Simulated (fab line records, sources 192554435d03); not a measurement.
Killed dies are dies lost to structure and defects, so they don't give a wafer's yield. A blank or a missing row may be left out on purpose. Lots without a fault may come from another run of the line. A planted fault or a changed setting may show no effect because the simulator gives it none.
fab line records | flow n5_finfet
record lots=6 wafers=17 last_day=17
route steps=1938 shown BEOL_M3@970 PASSIVATION@1936
lots that met no fault: from a run of the same line without faults
start_h: hours from the record's first day to the start of the lot's first wafer shown | wait_h: hours since the lot's step before | " the same as in the row above | L1.1+2: a row that stands for several wafers | - no value, or no start given | * or withheld: withheld | < > ~ a bound
route shown NAME@n: a module of which the file shows steps, and the number in the route of the first | usual: mean/standard deviation of fault-free wafers | same: alike in all rows | chamber/n: place in a boat | sites: the reading at each site | _std_site: their standard deviation | _edge_site: outer sites' mean less inner sites' | radius_mm: how far each site lies from the wafer's centre | mask NAME#n: copy n | behind: the tool/chamber that last shaped the wafer | hold: why the lot was held/for how many hours/how that ended | device: the transistor (n, p or np) that didn't switch | end of line: the same wafers' tests at the end of the route | a step without rows: its recipe alone | killed: dies lost to structure and defects at the first sort, not the wafer's yield | map: a wafer's dies, x killed, . not, _ none there
set.NAME: the setting as run; set.NAME@STEP: as run at that earlier step | model.NAME: the simulator's own value behind a step, which no gauge read
lots at some steps of the route; a table a step, a row a wafer
services: from which hour (start_h, from the record's first day; less than 0 if before it) a tool's chamber was out of use, for how many hours, and why
## steps
# step N5_BEOL_M3_ETCH_77
# recipe chemistry=N2/H2 target=underlayer target_depth_a=65 mask_material=CAR-EUV time_s=5.2 ion_energy_ev=200 pressure_mtorr=30 source_w=840 bias_w=150 n2_flow_sccm=200 h2_flow_sccm=200 ends=cleared
# step N5_BEOL_M3_ETCH_69
# recipe chemistry=CF4 target=SiARC target_depth_a=156 mask_material=CAR-EUV time_s=26 ion_energy_ev=80 pressure_mtorr=40 source_w=545 bias_w=36 Ar_flow_sccm=100 cf4_flow_sccm=100 ends=cleared
# step N5_BEOL_M3_ALD_98
# recipe material=SiO2 target_thk_a=25 temp_c=100 ald_precursor_family=BDEAS ald_co_reactant=O2-plasma pulse_time_s=1 co_reactant_pulse_time_s=1 purge_time_s=2 co_reactant_purge_time_s=2 ald_cycles=17 pressure_torr=2
# step N5_BEOL_M3_ETCHBACK_99
# recipe chemistry=CHF3 target=SiO2 target_depth_a=50 time_s=10.4 source_w=215 bias_w=47 Ar_flow_sccm=200 CHF3_flow_sccm=12 ion_energy_ev=100 pressure_mtorr=30
# step N5_BEOL_M3_ETCH_70
# recipe chemistry=N2/H2 target=SOC target_depth_a=800 overetch_a=160 mask_material=SiARC temp_c=40 time_s=120 ion_energy_ev=200 pressure_mtorr=30 source_w=840 bias_w=150 n2_flow_sccm=200 h2_flow_sccm=200
# usual chamber_pressure_mTorr=29.999/0.028 drypump_motor_current_A=6.1/0.47 oes_product_au=0.59/0.064 rf_fwd_power_W=835.7/2.8 rf_vpp_V=523/3.3 showerhead_plenum_p_Torr=2.51/0.11 throttle_valve_pct=17.9/0.32
# columns lot.wafer tool chamber start_h wait_h chamber_pressure_mTorr drypump_motor_current_A oes_product_au rf_fwd_power_W rf_hours_counter_h rf_vpp_V showerhead_plenum_p_Torr throttle_valve_pct
L183.2 rie_diel-06 1 184.48 0.0 30.006 6.0 0.61 834.3 113 518 2.36 17.7
L183.6 " 3 " " 29.992 6.7 0.55 835.1 - 519 2.42 18.1
L182.1 rie_diel-02 2 185.21 0.0 30.020 6.7 0.60 839.2 120 517 2.36 17.9
L182.2 " 0 " " 30.085 6.8 0.73 840.8 8 528 2.69 17.3
L182.3 " 1 " " 30.037 5.5 0.58 837.8 155 527 2.64 17.7
L184.1 rie_diel-06 3 192.35 0.0 30.005 6.6 0.55 830.3 226 519 2.42 18.1
L184.3 " 1 " " 30.046 6.0 0.61 833.1 116 519 2.35 17.6
L184.4 " 1 " " 30.040 6.0 0.61 835.9 - 519 2.35 17.7
L193.2 rie_diel-02 1 259.19 0.0 29.973 5.5 0.56 839.0 178 525 2.63 17.8
L193.5 " 1 " " 30.049 5.6 0.56 832.3 - 527 2.63 17.8
L193.6 " 2 " " 30.023 6.7 0.59 832.7 - 519 2.35 17.9
L192.1 rie_diel-02 3 260.37 0.0 30.011 6.2 0.54 836.9 190 519 2.42 18.3
L192.3 " 2 " " 30.009 6.7 0.59 835.2 143 518 2.35 17.9
L192.5 " 1 " " 30.031 5.5 0.57 838.2 - 527 2.63 17.8
L196.2 rie_diel-01 3 265.12 0.0 29.981 6.3 0.52 834.7 248 523 2.51 18.0
L196.5 " 0 " " 29.998 5.8 0.55 833.8 - 523 2.51 18.2
L196.6 " 1 " " 29.988 5.6 0.53 836.8 - 523 2.51 18.3
# step N5_BEOL_M3_STRIP_71
# recipe chemistry=N2/H2 temp_c=40 n2_flow_sccm=200 h2_flow_sccm=200 rf_frequency_hz=6e+07
# step N5_BEOL_M3_STRIP_78
# recipe chemistry=N2/H2 temp_c=40 n2_flow_sccm=200 h2_flow_sccm=200 rf_frequency_hz=6e+07
# step N5_BEOL_M3_VIA_ETCH_34
# recipe chemistry=C4F6/O2 target_depth_a=694 mask_material=SOC pressure_mtorr=15 ion_energy_ev=250 taper_deg=4 time_s=65.9 source_w=350 bias_w=170 Ar_flow_sccm=300 C4F6_flow_sccm=10 O2_flow_sccm=10
# usual chamber_pressure_mTorr=14.999/0.014 drypump_motor_current_A=6.1/0.46 oes_f_703_au=0.76/0.084 oes_product_au=0.76/0.086 rf_fwd_power_W=347.2/1.4 rf_vpp_V=667/7.6 showerhead_plenum_p_Torr=2.80/0.12 throttle_valve_pct=30.82/0.27
# columns lot.wafer tool chamber start_h wait_h chamber_pressure_mTorr drypump_motor_current_A oes_f_703_au oes_product_au rf_fwd_power_W rf_hours_counter_h rf_vpp_V showerhead_plenum_p_Torr throttle_valve_pct
L183.2 rie_diel-06 1 184.58 0.0 14.999 6.0 0.77 0.80 349.5 113 679 2.64 30.55
L183.6 " 3 " " 15.010 6.6 0.71 0.70 345.8 - 657 2.67 30.58
L182.1 rie_diel-02 2 185.32 0.0 14.974 6.7 0.79 0.77 347.2 120 660 2.65 30.89
L182.2 " 0 " " 14.977 6.8 0.94 0.95 346.7 8 663 3.03 30.55
L182.3 " 1 " " 14.990 5.5 0.74 0.74 346.3 155 673 2.96 30.76
L184.1 rie_diel-06 3 192.45 0.0 14.992 6.7 0.71 0.70 348.0 227 658 2.67 30.60
L184.3 " 1 " " 15.021 6.0 0.78 0.80 348.1 116 680 2.64 30.55
L184.4 " 1 " " 15.016 6.0 0.78 0.80 347.6 - 679 2.64 30.56
L193.2 rie_diel-02 1 259.29 0.0 14.989 5.5 0.72 0.73 348.1 178 673 2.95 30.79
L193.5 " 1 " " 15.012 5.5 0.72 0.73 346.8 - 672 2.95 30.79
L193.6 " 2 " " 14.994 6.6 0.77 0.76 347.7 - 661 2.64 30.93
L192.1 rie_diel-02 3 260.47 0.0 15.004 6.2 0.72 0.70 346.8 190 660 2.71 31.25
L192.3 " 2 " " 14.968 6.6 0.77 0.76 348.0 143 660 2.64 30.91
L192.5 " 1 " " 15.006 5.5 0.73 0.72 347.5 - 674 2.95 30.78
L196.2 rie_diel-01 3 265.22 0.0 14.980 6.3 0.68 0.67 347.7 248 654 2.80 30.89
L196.5 " 0 " " 14.991 5.9 0.70 0.70 345.6 - 671 2.79 31.15
L196.6 " 1 " " 14.992 5.6 0.69 0.68 349.3 - 673 2.80 31.22
# step N5_BEOL_M3_STRIP_83
# recipe chemistry=C4F6/O2 resist=SiARC rf_frequency_hz=6e+07
# step N5_BEOL_M3_STRIP_36
# recipe chemistry=N2/H2 power_w=450 temp_c=40 pressure_mtorr=20 rf_frequency_hz=6e+07 overash_fraction=0.3 bias_power_w=7 h2_frac=0.5 n2_flow_sccm=200 h2_flow_sccm=200
# step N5_BEOL_M3_TRENCH_ETCH_37
# recipe chemistry=C4F6/O2 target_depth_a=555.55 target=SiOC time_s=29.2 ion_energy_ev=250 pressure_mtorr=30 source_w=355 bias_w=185 Ar_flow_sccm=300 C4F6_flow_sccm=10 O2_flow_sccm=10
# step N5_BEOL_M3_ETCH_41
# recipe chemistry=CH3F/O2 target=SiCN target_depth_a=299 taper_deg=2 time_s=52.5 ion_energy_ev=120 mask_material=TiN pressure_mtorr=30 source_w=395 bias_w=75 Ar_flow_sccm=150 CH3F_flow_sccm=30 O2_flow_sccm=20
# step N5_BEOL_M3_STRIP_97
# recipe chemistry=N2/H2 time_s=10 power_w=450 temp_c=40 pressure_mtorr=20 rf_frequency_hz=6e+07 bias_power_w=7 n2_flow_sccm=200 h2_flow_sccm=200
# usual chamber_pressure_mTorr=20.000/0.019 drypump_motor_current_A=6.1/0.46 oes_product_au=0.76/0.088 rf_vpp_V=59.0/0.94 showerhead_plenum_p_Torr=2.50/0.11 throttle_valve_pct=23.8/0.33
# columns lot.wafer tool chamber start_h wait_h chamber_pressure_mTorr drypump_motor_current_A oes_product_au rf_hours_counter_h rf_vpp_V showerhead_plenum_p_Torr throttle_valve_pct
L183.2 rie_diel-06 1 184.76 - 20.014 6.0 0.79 113 58.9 2.35 23.4
L183.6 " 3 " " 19.999 6.7 0.70 - 57.0 2.41 24.0
L182.1 rie_diel-02 2 185.49 - 20.014 6.6 0.77 120 58.3 2.35 23.8
L182.2 " 0 " " 19.986 6.8 0.95 8 59.4 2.69 23.3
L182.3 " 1 " " 20.010 5.6 0.75 155 59.4 2.64 23.6
L184.1 rie_diel-06 3 192.63 - 20.026 6.7 0.70 227 59.6 2.41 24.0
L184.3 " 1 " " 20.022 6.0 0.79 116 59.3 2.35 23.4
L184.4 " 1 " " 20.009 6.0 0.80 - 58.0 2.35 23.4
L193.2 rie_diel-02 1 259.46 - 19.985 5.5 0.74 178 59.1 2.63 23.6
L193.5 " 1 " " 19.990 5.6 0.74 - 60.5 2.63 23.6
L193.6 " 2 " " 19.983 6.7 0.76 - 57.8 2.34 23.8
L192.1 rie_diel-02 3 260.64 - 19.993 6.2 0.69 190 58.1 2.42 24.3
L192.3 " 2 " " 19.979 6.6 0.74 143 57.5 2.34 23.8
L192.5 " 1 " " 20.002 5.5 0.74 - 60.4 2.63 23.6
L196.2 rie_diel-01 3 265.40 - 19.991 6.3 0.67 248 57.5 2.50 23.9
L196.5 " 0 " " 19.987 5.8 0.71 - 59.6 2.51 24.1
L196.6 " 1 " " 20.002 5.5 0.68 - 58.0 2.50 24.0
# step N5_BEOL_M3_OCD_MEAS_38
# usual trench_depth_nm=54.7/0.85
# columns lot.wafer tool chamber start_h wait_h trench_depth_nm
L183.2 ocd-02 - 184.84 - 55.1
L183.6 " - " " 54.5
L182.1 ocd-02 - 185.57 - 54.5
L182.2 " - " " 55.8
L182.3 " - " " 54.3
L184.1 ocd-01 - 192.72 - 53.6
L184.3 " - " " 54.6
L184.4 " - " " 54.9
L193.2 ocd-02 - 259.54 - 53.3
L193.5 " - " " 54.2
L193.6 " - " " 54.1
L192.1 ocd-01 - 260.72 - 53.7
L192.3 " - " " 54.1
L192.5 " - " " 53.8
L196.2 ocd-01 - 265.49 - 53.9
L196.5 " - " " 54.4
L196.6 " - " " 54.9
# step N5_BEOL_M3_HM_STRIP_39
# recipe chemistry=peroxide_tin_strip material=TiN target_depth_a=250 temp_c=50 time_s=158
# step N5_BEOL_M3_SRD_40
# recipe time_s=30 temp_c=23 rinse_liquid=diw dry=ipa_marangoni
# step N5_BEOL_M3_PRECLEAN_42
# recipe chemistry=residue_remover time_s=60 temp_c=40
# step N5_BEOL_M3_SRD_43
# recipe time_s=30 temp_c=23 rinse_liquid=diw dry=ipa_marangoni
# step N5_BEOL_M3_CD_MEAS_35
# recipe target_cd_nm=18 target_cd_y_nm=21 polarity=opening
# usual cd_nm=17.8/0.34
# columns lot.wafer tool chamber start_h wait_h cd_nm
L183.2 cd_sem-01 - 184.99 0.0 17.9
L183.6 " - " " 18.1
L182.1 cd_sem-01 - 185.73 0.0 17.8
L182.2 " - " " 18.0
L182.3 " - " " 17.9
L184.1 cd_sem-03 - 192.88 0.0 17.5
L184.3 " - " " 17.9
L184.4 " - " " 18.0
L193.2 cd_sem-01 - 259.70 0.0 17.8
L193.5 " - " " 18.5
L193.6 " - " " 17.9
L192.1 cd_sem-03 - 260.87 0.0 17.7
L192.3 " - " " 17.8
L192.5 " - " " 17.7
L196.2 cd_sem-03 - 265.64 0.0 17.8
L196.5 " - " " 17.4
L196.6 " - " " 17.6
# step N5_BEOL_M3_DEGAS_44
# recipe ambient=vacuum temp_c=250 time_s=60
# step N5_BEOL_M3_PRE_CLEAN_45
# recipe gas=H2/He time_s=30 temp_c=250
# step N5_BEOL_M3_ALD_84
# recipe material=TaN target_thk_a=* temp_c=275 ald_precursor_family=PDMAT ald_co_reactant=NH3 pressure_torr=3 carrier_flow_sccm=1500 pulse_time_s=2 purge_time_s=3 co_reactant_purge_time_s=2 co_reactant_pulse_time_s=3 ald_cycles=30 precursor_vessel_temp_c=75 precursor_vessel_pressure_torr=26.25 precursor_vessel_carrier_sccm=1000
# step N5_BEOL_M3_SURFACE_TREAT_85
# recipe gas=Ar time_s=* ion_energy_ev=* ion_current_ma_cm2=0.5 pressure_mtorr=* ar_flow_sccm=30
# step N5_BEOL_M3_CVD_47
# recipe material=Co target_thk_a=30 temp_c=withheld precursor=CCTBA/H2 pressure_torr=30 time_s=223.8
# step N5_BEOL_M3_SPUTTER_48
# recipe material=Cu target_thk_a=45 temp_c=-20 chamber_pressure_pa=0.07 power_w=withheld time_s=8.29
# step N5_BEOL_M3_ANNEAL_49
# recipe temp_c=400 time_s=240 ambient=vacuum
# step N5_BEOL_M3_SPUTTER_79
# recipe material=Cu target_thk_a=45 temp_c=-20 chamber_pressure_pa=0.07 power_w=withheld time_s=8.29
# usual chamber_pressure_pa=0.06998/0.00013 throttle_valve_pct=29.9/0.98
# columns lot.wafer tool chamber start_h wait_h chamber_pressure_pa throttle_valve_pct
L183.2 pvd_sputter-02 - 187.43 0.1 0.06988 29.4
L183.6 " - " " 0.06987 29.4
L182.1 pvd_sputter-03 - 189.34 0.1 0.06997 30.8
L182.2 " - " " 0.06992 29.5
L182.3 " - " " 0.06972 29.4
L184.1 pvd_sputter-03 - 195.67 0.1 0.06993 28.6
L184.3 " - " " 0.06997 30.5
L184.4 " - " " 0.07012 29.5
L193.2 pvd_sputter-01 - 261.83 0.1 0.07006 28.7
L193.5 " - " " 0.07 29.1
L193.6 " - " " 0.07013 30.9
L192.1 pvd_sputter-01 - 263.67 0.1 0.06971 32.2
L192.3 " - " " 0.07002 30.9
L192.5 " - " " 0.06992 32.2
L196.2 pvd_sputter-03 - 268.07 0.1 0.06993 31.0
L196.5 " - " " 0.07001 29.5
L196.6 " - " " 0.06976 29.4
# step N5_BEOL_M3_ANNEAL_80
# recipe temp_c=400 time_s=240 ambient=vacuum
# step N5_BEOL_M3_SPUTTER_81
# recipe material=Cu target_thk_a=45 temp_c=-20 chamber_pressure_pa=0.07 power_w=withheld time_s=8.29
# step N5_BEOL_M3_ANNEAL_82
# recipe temp_c=400 time_s=240 ambient=vacuum
# step N5_BEOL_M3_SPUTTER_86
# recipe material=Cu target_thk_a=45 temp_c=-20 chamber_pressure_pa=0.07 power_w=withheld time_s=8.29
# step N5_BEOL_M3_ANNEAL_87
# recipe temp_c=400 time_s=240 ambient=vacuum
# step N5_BEOL_M3_SPUTTER_88
# recipe material=Cu target_thk_a=45 temp_c=-20 chamber_pressure_pa=0.07 power_w=withheld time_s=8.29
# step N5_BEOL_M3_ANNEAL_89
# recipe temp_c=400 time_s=240 ambient=vacuum
# step N5_BEOL_M3_SPUTTER_90
# recipe material=Cu target_thk_a=45 temp_c=-20 chamber_pressure_pa=0.07 power_w=withheld time_s=8.29
# step N5_BEOL_M3_ANNEAL_91
# recipe temp_c=400 time_s=240 ambient=vacuum
# usual heater_power_w=864/70
# columns lot.wafer tool chamber start_h wait_h heater_power_w
L183.2 pvd_sputter-02 - 188.39 0.0 938
L183.6 " - " " 916
L182.1 pvd_sputter-03 - 190.30 0.0 727
L182.2 " - " " 863
L182.3 " - " " 881
L184.1 pvd_sputter-03 - 196.63 0.0 951
L184.3 " - " " 723
L184.4 " - " " 900
L193.2 pvd_sputter-01 - 262.79 0.0 958
L193.5 " - " " 959
L193.6 " - " " 799
L192.1 pvd_sputter-01 - 264.63 0.0 914
L192.3 " - " " 871
L192.5 " - " " 942
L196.2 pvd_sputter-03 - 269.03 0.0 728
L196.5 " - " " 865
L196.6 " - " " 864
# step N5_BEOL_M3_SPUTTER_92
# recipe material=Cu target_thk_a=45 temp_c=-20 chamber_pressure_pa=0.07 power_w=withheld time_s=8.29
# step N5_BEOL_M3_ANNEAL_93
# recipe temp_c=400 time_s=240 ambient=vacuum
# usual heater_power_w=864/71
# columns lot.wafer tool chamber start_h wait_h heater_power_w
L183.2 pvd_sputter-02 - 188.61 0.0 908
L183.6 " - " " 917
L182.1 pvd_sputter-03 - 190.52 0.0 742
L182.2 " - " " 854
L182.3 " - " " 868
L184.1 pvd_sputter-03 - 196.85 0.0 928
L184.3 " - " " 705
L184.4 " - " " 877
L193.2 pvd_sputter-01 - 263.01 0.0 948
L193.5 " - " " 981
L193.6 " - " " 801
L192.1 pvd_sputter-01 - 264.85 0.0 931
L192.3 " - " " 877
L192.5 " - " " 968
L196.2 pvd_sputter-03 - 269.25 0.0 701
L196.5 " - " " 851
L196.6 " - " " 880
# step N5_BEOL_M3_SPUTTER_94
# recipe material=Cu target_thk_a=45 temp_c=-20 chamber_pressure_pa=0.07 power_w=withheld time_s=8.29
# step N5_BEOL_M3_ANNEAL_95
# recipe temp_c=400 time_s=240 ambient=vacuum
# step N5_BEOL_M3_SPUTTER_96
# recipe material=Cu target_thk_a=45 temp_c=-20 chamber_pressure_pa=0.07 power_w=withheld time_s=8.29
# step N5_BEOL_M3_ECD_50
# recipe material=Cu target_thk_a=3000
# step N5_PASSIVATION_PROBE_49
# usual defect_limited_yield=91.3/1.3 killed_at_M0_to_M3=34/9.1 killed_at_M4_up=14/5.6 killed_at_contacts=13/5.9 killed_at_front_end=39/11 killed_at_other=3.6/3 killed_dies=102/16 killed_on_rim=13/4 killed_open=68/12 killed_short=33/7.3 sort_bin_4_leakage=0.00/0.01 sort_bin_5_function=5.2/0.89 sort_bin_6_memory=3.2/0.68 sort_n_pass=1078/16 sort_yield_pct=91.3/1.3
# same gross_dies=1180 killed_at_back_side=0 sort_bin_8_speed[%]=0
# columns lot.wafer tool chamber start_h wait_h defect_limited_yield[%] killed_at_M0_to_M3 killed_at_M4_up killed_at_contacts killed_at_front_end killed_at_other killed_dies killed_on_rim killed_open killed_short sort_bin_4_leakage[%] sort_bin_5_function[%] sort_bin_6_memory[%] sort_n_pass sort_yield_pct[%]
L182.1 prober-01 - 317.54 0.0 93.5 20 9 14 32 2 77 13 57 20 0 4.4 2.0 1103 93.5
L182.2 prober-01 - 317.59 0.1 93.1 33 9 15 24 0 81 8 58 23 0 3.8 3.0 1099 93.1
L182.3 prober-01 - 317.64 0.1 90.6 42 8 15 40 6 111 12 58 53 0 5.4 3.3 1069 90.6
L183.2 prober-02 - 319.34 0.1 90.9 42 12 2 45 6 107 12 61 45 0 5.8 2.8 1073 90.9
L183.6 prober-02 - 319.54 0.3 90.9 45 16 11 32 3 107 11 84 22 0 5.7 3.4 1073 90.9
L184.1 prober-01 - 332.47 0.0 91.2 32 18 13 28 13 104 12 77 27 0 4.9 3.6 1076 91.2
L184.3 prober-01 - 332.57 0.1 91.4 40 16 7 35 4 102 10 71 30 0 5.3 3.1 1078 91.4
L184.4 prober-01 - 332.62 0.2 90.9 34 20 12 37 4 107 11 70 37 0 5.8 3.1 1073 90.9
L193.2 prober-01 - 397.98 0.1 87.7 88 8 6 41 2 145 26 58 33 0 6.8 3.2 1035 87.7
L193.5 prober-01 - 398.13 0.2 89.4 77 12 9 24 3 125 19 53 20 0.08 7.5 2.0 1054 89.3
L193.6 prober-01 - 398.18 0.3 83.1 149 17 4 29 0 199 29 57 32 0 11.1 3.5 981 83.1
L192.1 prober-02 - 399.13 0.0 86.1 122 11 14 16 1 164 29 52 24 0 8.8 3.6 1016 86.1
L192.3 prober-02 - 399.23 0.1 85.1 128 10 9 22 7 176 22 55 22 0 10.3 2.6 1004 85.1
L192.5 prober-02 - 399.33 0.2 87.9 77 10 21 29 6 143 32 55 32 0 6.9 4.2 1037 87.9
L196.2 prober-01 - 399.97 0.1 91.0 40 11 16 34 5 106 14 77 29 0 5.8 2.9 1074 91.0
L196.5 prober-01 - 400.12 0.2 92.0 25 15 9 43 2 94 14 66 28 0 4.4 3.4 1086 92.0
L196.6 prober-01 - 400.17 0.3 91.0 40 21 7 31 7 106 10 74 32 0 4.4 4.3 1074 91.0
# killed by level:class
L182.1 FIN_SAQP:geometric_particle:open=13 MOL_CONTACT_COAG:geometric_particle:open=10 BEOL_M0_SAQP:geometric_particle:short=6 BEOL_M4:geometric_particle:open=5 BEOL_M2:geometric_particle:open=5 MOL_CONTACT_COAG:geometric_particle:short=4 BEOL_M1:geometric_particle:open=4 DUMMY_GATE:geometric_particle:open=3
L182.2 MOL_CONTACT_COAG:geometric_particle:open=15 BEOL_M0_SAQP:geometric_particle:open=10 BEOL_M0_SAQP:geometric_particle:short=7 BEOL_M1:geometric_particle:open=6 FIN_SAQP:geometric_particle:short=5 FIN_SAQP:geometric_particle:open=5 BEOL_M2:geometric_particle:open=4 BEOL_M4:geometric_particle:open=3
L182.3 BEOL_M0_SAQP:geometric_particle:short=17 FIN_SAQP:geometric_particle:short=15 MOL_CONTACT_COAG:geometric_particle:open=11 DUMMY_GATE:geometric_particle:open=9 BEOL_M0_SAQP:geometric_particle:open=8 BEOL_M2:geometric_particle:open=5 BEOL_M6:geometric_particle:open=5 FIN_SAQP:geometric_particle:open=4
L183.2 BEOL_M0_SAQP:geometric_particle:short=12 FIN_SAQP:geometric_particle:short=10 FIN_SAQP:geometric_particle:open=8 BEOL_M3:geometric_particle:open=8 STI_FIN_REVEAL:geometric_particle:open=7 BEOL_M0_SAQP:geometric_particle:open=7 BEOL_M2:geometric_particle:open=5 STARTING-WAFER:geometric_particle:short=4
L183.6 BEOL_M0_SAQP:geometric_particle:open=17 STI_FIN_REVEAL:geometric_particle:open=12 MOL_CONTACT_COAG:geometric_particle:open=10 BEOL_M1:geometric_particle:open=9 FIN_SAQP:geometric_particle:open=7 BEOL_M0_SAQP:geometric_particle:short=6 BEOL_M3:geometric_particle:open=6 BEOL_M4:geometric_particle:open=6
L184.1 MOL_CONTACT_COAG:geometric_particle:open=10 BEOL_M4:geometric_particle:open=9 BEOL_M0:geometric_particle:open=6 BEOL_M3:geometric_particle:open=6 FIN_SAQP:geometric_particle:open=5 BEOL_M0_SAQP:geometric_particle:open=5 FIN_SAQP:geometric_particle:short=4 BEOL_M1:geometric_particle:open=4
L184.3 BEOL_M0_SAQP:geometric_particle:open=11 BEOL_M0_SAQP:geometric_particle:short=8 BEOL_M1:geometric_particle:open=8 BEOL_M4:geometric_particle:open=8 MOL_CONTACT_COAG:geometric_particle:open=7 STI_FIN_REVEAL:geometric_particle:open=6 GATE_CUT:geometric_particle:short=5 STARTING-WAFER:geometric_particle:open=5
L184.4 BEOL_M4:geometric_particle:open=12 MOL_CONTACT_COAG:geometric_particle:open=11 BEOL_M0_SAQP:geometric_particle:short=9 BEOL_M2:geometric_particle:open=8 FIN_SAQP:geometric_particle:short=7 STI_FIN_REVEAL:geometric_particle:open=7 GATE_CUT:geometric_particle:short=6 BEOL_M0_SAQP:geometric_particle:open=6
L193.2 BEOL_M3:unspecified=51 BEOL_M0_SAQP:geometric_particle:open=15 BEOL_M0_SAQP:geometric_particle:short=11 FIN_SAQP:geometric_particle:short=8 DUMMY_GATE:geometric_particle:open=6 MOL_CONTACT_COAG:geometric_particle:open=6 BEOL_M3:geometric_particle:open=6 STI_FIN_REVEAL:geometric_particle:open=5
L193.5 BEOL_M3:unspecified=51 BEOL_M2:geometric_particle:open=8 MOL_CONTACT_COAG:geometric_particle:open=7 BEOL_M0_SAQP:geometric_particle:open=6 FIN_SAQP:geometric_particle:open=5 DUMMY_GATE:geometric_particle:open=5 BEOL_M4:geometric_particle:open=5 BEOL_M0_SAQP:geometric_particle:short=4
L193.6 BEOL_M3:unspecified=108 BEOL_M0_SAQP:geometric_particle:open=9 BEOL_M0_SAQP:geometric_particle:short=8 FIN_SAQP:geometric_particle:short=6 BEOL_M4:geometric_particle:open=6 STI_FIN_REVEAL:geometric_particle:open=5 BEOL_M1:geometric_particle:open=5 BEOL_M3:geometric_particle:open=5
L192.1 BEOL_M3:unspecified=88 MOL_CONTACT_COAG:geometric_particle:open=9 BEOL_M0_SAQP:geometric_particle:short=8 BEOL_M0_SAQP:geometric_particle:open=7 BEOL_M1:geometric_particle:open=7 BEOL_M3:geometric_particle:open=6 DUMMY_GATE:geometric_particle:open=5 MOL_CONTACT_COAG:geometric_particle:short=5
L192.3 BEOL_M3:unspecified=98 BEOL_M0_SAQP:geometric_particle:short=10 FIN_SAQP:geometric_particle:open=8 MOL_CONTACT_COAG:geometric_particle:open=7 BEOL_M2:geometric_particle:open=6 BEOL_M0_SAQP:geometric_particle:open=6 BEOL_M3:geometric_particle:open=5 STI_FIN_REVEAL:geometric_particle:open=4
L192.5 BEOL_M3:unspecified=54 MOL_CONTACT_COAG:geometric_particle:open=14 FIN_SAQP:geometric_particle:open=9 FIN_SAQP:geometric_particle:short=8 MOL_CONTACT_COAG:geometric_particle:short=7 BEOL_M0_SAQP:geometric_particle:short=6 BEOL_M0_SAQP:geometric_particle:open=5 BEOL_M1:geometric_particle:open=5
L196.2 MOL_CONTACT_COAG:geometric_particle:open=15 BEOL_M0_SAQP:geometric_particle:short=11 BEOL_M0_SAQP:geometric_particle:open=11 STI_FIN_REVEAL:geometric_particle:open=9 BEOL_M1:geometric_particle:open=7 GATE_CUT:geometric_particle:open=7 FIN_SAQP:geometric_particle:open=4 DUMMY_GATE:geometric_particle:open=4
L196.5 STI_FIN_REVEAL:geometric_particle:open=11 MOL_CONTACT_COAG:geometric_particle:open=9 BEOL_M4:geometric_particle:open=9 BEOL_M0_SAQP:geometric_particle:open=8 GATE_CUT:geometric_particle:short=6 BEOL_M2:geometric_particle:open=6 FIN_SAQP:geometric_particle:short=4 DUMMY_GATE:geometric_particle:open=4
L196.6 BEOL_M1:geometric_particle:open=14 BEOL_M4:geometric_particle:open=13 BEOL_M0_SAQP:geometric_particle:open=8 FIN_SAQP:geometric_particle:short=7 DUMMY_GATE:geometric_particle:open=5 BEOL_M2:geometric_particle:open=5 GATE_CUT:geometric_particle:open=4 MOL_CONTACT_COAG:geometric_particle:open=4
# map L192.3 (x killed, . not)
_________________.x..........________________
______________...........x......_____________
___________........................__________
__________.........................._________
________.....................x.....x.._______
_______....x.....xx....................______
______.x....x......x.............x.x...._____
_____...................x................____
____....x.........x.......................___
___...x.........x...x....................x.__
___....................x...................__
__..x...........x.........................x._
__...................x..x.x................._
_........................x..x................
_..............x...x.x........x............x.
_...x................................x.......
_.....x.................x....................
_..............................x.............
_......x..........x..x..............xx.......
_...............x.....x......................
_............................................
__....x.......x...............x........x...._
__.............x.....xx....................._
___..x.............x......x..........x.x.x.__
___..................x...xx.....x..x.......__
____..x.x.........xx.xxx..x...............___
_____...........x...xxxxxxxx.x....x......____
______............xxxxxxxxxx......x..x.._____
_______.x...x....xxxxxxxxxxx.xx........______
________.........xxxxxxxxxxx.x..x....._______
__________x.....xxxxxxxxxxxxx.xx...._________
___________.....x.xxxxxxxxxxxx..x..__________
______________...xxxxxxxxxxxxx.x_____________
_________________..xxxxxxxxxx________________
# map L193.6 (x killed, . not)
_________________............________________
______________...x...........xxx_____________
___________...x....x..x.x........x.__________
__________..............x.x........x_________
________....................x........._______
_______...x..................x.....x...______
______....x.......xx...........x..x....._____
_____.................x..................____
____...............x....................x.___
___..............x.....x............x......__
___...x....x.....xx.......x..x..........x..__
__......x............x......................_
__....x......................x............xx_
_.xx.......xx....x..x......x............x....
_x..................x.......................x
_.........x..................x.........x.....
_.....................xx........x............
_............................x............x..
_.................x...........x.x............
_x........x................x.................
_.....x.....x...........x....................
__x.......x................x......x........._
__xx........................................_
___...................x...........x....x...__
___.........x......x.xx...x.x.....x........__
____......x..x......x.xxxxxx.......x.x....___
_____............xxxxxxxxxxx..x....x.....____
______....x....x.xxxxxxxxxxxxx.........._____
_______..........xxxxxxxxxxxx.x.......x______
________.......x.xxxxxxxxxxxxx........_______
__________.......xxxxxxxxxxxxxx....._________
___________.......xxxxxxxxxxxxx....__________
______________.....xxxxxxxxxx..._____________
_________________x.xxxxxxxxxx________________
## services
# columns tool chamber start_h hours kind
pvd_sputter-02 - 180.38 6.8 repair
pvd_sputter-01 - 185.31 8.9 repair
rie_diel-06 0 189.62 - clean
rie_diel-06 0 189.62 - consumable_replace:focus_ring
rie_diel-06 0 189.62 19.5 scheduled_down
rie_diel-06 0 189.62 19.5 vent_cycle
rie_diel-02 0 199.21 4.1 repair
rie_diel-06 - 227.86 0.3 repair
rie_diel-02 3 237.17 2.9 repair
## key
first_sign step=N5_PASSIVATION_PROBE_49 reading=killed_at_M0_to_M3 direction=up sigmas=8.1 usual=34 struck=107
effect step=N5_PASSIVATION_PROBE_49 reading=defect_limited_yield direction=down sigmas=3.6 usual=91.3 struck=86.6
more_kills_born_at N5_BEOL_M3_STRIP_97@rie_diel-02=450
met_at N5_BEOL_M3_STRIP_97
struck_wafers L192.1,L192.3,L192.5,L193.2,L193.5,L193.6
onset_between 185.49 259.46
also_fits N5_BEOL_M3_ETCH_70:rie_diel-02,N5_BEOL_M3_VIA_ETCH_34:rie_diel-02,N5_BEOL_M3_SPUTTER_79:pvd_sputter-01,N5_BEOL_M3_ANNEAL_91:pvd_sputter-01
fault kind=chamber_particle_source tool=rie_diel-02 chamber=- onset_h=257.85 steps=N5_BEOL_M3_STRIP_97 rate_per_visit_cm2=0.80734 end_h=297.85
